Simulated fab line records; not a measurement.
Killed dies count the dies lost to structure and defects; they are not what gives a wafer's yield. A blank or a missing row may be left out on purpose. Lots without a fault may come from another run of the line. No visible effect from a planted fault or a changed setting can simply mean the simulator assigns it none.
Matching of chambers :: flow n5 finfet :: rie diel-04 running N5_BEOL_M7_STRIP_67: 4 sister chambers
The step strips in CF4. 24 wafers are shown with their chamber, then 12 later ones without.

== WAFERS WITH THEIR CHAMBER ==
wafer: L076.3
chamber: 1
showerhead plenum p Torr (Torr): 1.77
drypump motor current A (A): 6.1
throttle valve pct (%): 13.33

wafer: L076.4
chamber: 3
showerhead plenum p Torr (Torr): 1.78
drypump motor current A (A): 6.0
throttle valve pct (%): 14.12

wafer: L076.6
chamber: 1
showerhead plenum p Torr (Torr): 1.77
drypump motor current A (A): 6.0
throttle valve pct (%): 13.33

wafer: L077.2
chamber: 0
showerhead plenum p Torr (Torr): 1.69
drypump motor current A (A): 4.7
throttle valve pct (%): 13.72

wafer: L077.5
chamber: 3
showerhead plenum p Torr (Torr): 1.78
drypump motor current A (A): 5.9
throttle valve pct (%): 14.14

wafer: L077.6
chamber: 2
showerhead plenum p Torr (Torr): 1.84
drypump motor current A (A): 5.7
throttle valve pct (%): 13.37

wafer: L079.1
chamber: 1
showerhead plenum p Torr (Torr): 1.77
drypump motor current A (A): 6.1
throttle valve pct (%): 13.35

wafer: L079.3
chamber: 0
showerhead plenum p Torr (Torr): 1.69
drypump motor current A (A): 4.7
throttle valve pct (%): 13.71

wafer: L079.5
chamber: 2
showerhead plenum p Torr (Torr): 1.84
drypump motor current A (A): 5.7
throttle valve pct (%): 13.36

wafer: L083.3
chamber: 1
showerhead plenum p Torr (Torr): 1.77
drypump motor current A (A): 6.1
throttle valve pct (%): 13.37

wafer: L083.4
chamber: 2
showerhead plenum p Torr (Torr): 1.84
drypump motor current A (A): 5.7
throttle valve pct (%): 13.40

wafer: L083.5
chamber: 2
showerhead plenum p Torr (Torr): 1.84
drypump motor current A (A): 5.7
throttle valve pct (%): 13.38

wafer: L086.2
chamber: 2
showerhead plenum p Torr (Torr): 1.84
drypump motor current A (A): 5.7
throttle valve pct (%): 13.37

wafer: L086.3
chamber: 0
showerhead plenum p Torr (Torr): 1.69
drypump motor current A (A): 4.7
throttle valve pct (%): 13.74

wafer: L086.5
chamber: 0
showerhead plenum p Torr (Torr): 1.69
drypump motor current A (A): 4.7
throttle valve pct (%): 13.75

wafer: L087.1
chamber: 2
showerhead plenum p Torr (Torr): 1.84
drypump motor current A (A): 5.7
throttle valve pct (%): 13.41

wafer: L087.2
chamber: 1
showerhead plenum p Torr (Torr): 1.77
drypump motor current A (A): 6.1
throttle valve pct (%): 13.37

wafer: L087.3
chamber: 0
showerhead plenum p Torr (Torr): 1.69
drypump motor current A (A): 4.7
throttle valve pct (%): 13.75

wafer: L087.4
chamber: 0
showerhead plenum p Torr (Torr): 1.69
drypump motor current A (A): 4.7
throttle valve pct (%): 13.76

wafer: L087.5
chamber: 1
showerhead plenum p Torr (Torr): 1.77
drypump motor current A (A): 6.1
throttle valve pct (%): 13.38

wafer: L087.6
chamber: 2
showerhead plenum p Torr (Torr): 1.84
drypump motor current A (A): 5.7
throttle valve pct (%): 13.39

wafer: L090.1
chamber: 2
showerhead plenum p Torr (Torr): 1.84
drypump motor current A (A): 5.8
throttle valve pct (%): 13.41

wafer: L090.2
chamber: 0
showerhead plenum p Torr (Torr): 1.68
drypump motor current A (A): 4.7
throttle valve pct (%): 13.75

wafer: L090.3
chamber: 3
showerhead plenum p Torr (Torr): 1.78
drypump motor current A (A): 5.9
throttle valve pct (%): 14.16

SIGNATURES, as means of the wafers listed above
reading: showerhead plenum p Torr
chamber 0: 1.6886
chamber 1: 1.7700
chamber 2: 1.8400
chamber 3: 1.7800
scatter within a chamber: 0.00207

reading: drypump motor current A
chamber 0: 4.700
chamber 1: 6.083
chamber 2: 5.713
chamber 3: 5.933
scatter within a chamber: 0.0345

reading: throttle valve pct
chamber 0: 13.7400
chamber 1: 13.3550
chamber 2: 13.3863
chamber 3: 14.1400
scatter within a chamber: 0.0197
Rule: distance of a wafer from a chamber = root of the sum over the readings of ((wafer's reading minus chamber's mean) / reading's scatter) squared. If the next closest chamber is less than 2 further off than the closest, the wafer can't be placed; otherwise it belongs to the closest. The scatter: take each reading less its chamber's mean, square it, sum over the shown wafers, divide by the number of wafers less the number of chambers, and take the root.

== WAFERS MISSING THEIR CHAMBER ==
wafer: L090.4
showerhead plenum p Torr (Torr): 1.77
drypump motor current A (A): 6.1
throttle valve pct (%): 13.41

wafer: L090.5
showerhead plenum p Torr (Torr): 1.68
drypump motor current A (A): 4.7
throttle valve pct (%): 13.76

wafer: L090.6
showerhead plenum p Torr (Torr): 1.78
drypump motor current A (A): 5.9
throttle valve pct (%): 14.18

wafer: L089.1
showerhead plenum p Torr (Torr): 1.78
drypump motor current A (A): 6.0
throttle valve pct (%): 14.18

wafer: L089.5
showerhead plenum p Torr (Torr): 1.77
drypump motor current A (A): 6.1
throttle valve pct (%): 13.37

wafer: L089.6
showerhead plenum p Torr (Torr): 1.84
drypump motor current A (A): 5.7
throttle valve pct (%): 13.41

wafer: L094.1
showerhead plenum p Torr (Torr): 1.68
drypump motor current A (A): 4.7
throttle valve pct (%): 13.79

wafer: L094.2
showerhead plenum p Torr (Torr): 1.76
drypump motor current A (A): 6.1
throttle valve pct (%): 13.41

wafer: L094.3
showerhead plenum p Torr (Torr): 1.78
drypump motor current A (A): 5.9
throttle valve pct (%): 13.63

wafer: L096.2
showerhead plenum p Torr (Torr): 1.78
drypump motor current A (A): 5.9
throttle valve pct (%): 13.63

wafer: L096.4
showerhead plenum p Torr (Torr): 1.68
drypump motor current A (A): 4.7
throttle valve pct (%): 13.79

wafer: L096.5
showerhead plenum p Torr (Torr): 1.78
drypump motor current A (A): 5.9
throttle valve pct (%): 13.62

== THE CHAMBER EACH PASSED THROUGH ==
wafer: L090.4
from the rows above: 1
in truth: 1

wafer: L090.5
from the rows above: 0
in truth: 0

wafer: L090.6
from the rows above: 3
in truth: 3

wafer: L089.1
from the rows above: 3
in truth: 3

wafer: L089.5
from the rows above: 1
in truth: 1

wafer: L089.6
from the rows above: 2
in truth: 2

wafer: L094.1
from the rows above: 0
in truth: 0

wafer: L094.2
from the rows above: 1
in truth: 1

wafer: L094.3
from the rows above: 1
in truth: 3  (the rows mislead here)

wafer: L096.2
from the rows above: 1
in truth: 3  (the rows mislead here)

wafer: L096.4
from the rows above: 0
in truth: 0

wafer: L096.5
from the rows above: 1
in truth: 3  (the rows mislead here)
9 of 12 placed correctly. Not placeable from these rows: 0. Placed wrongly: 3.
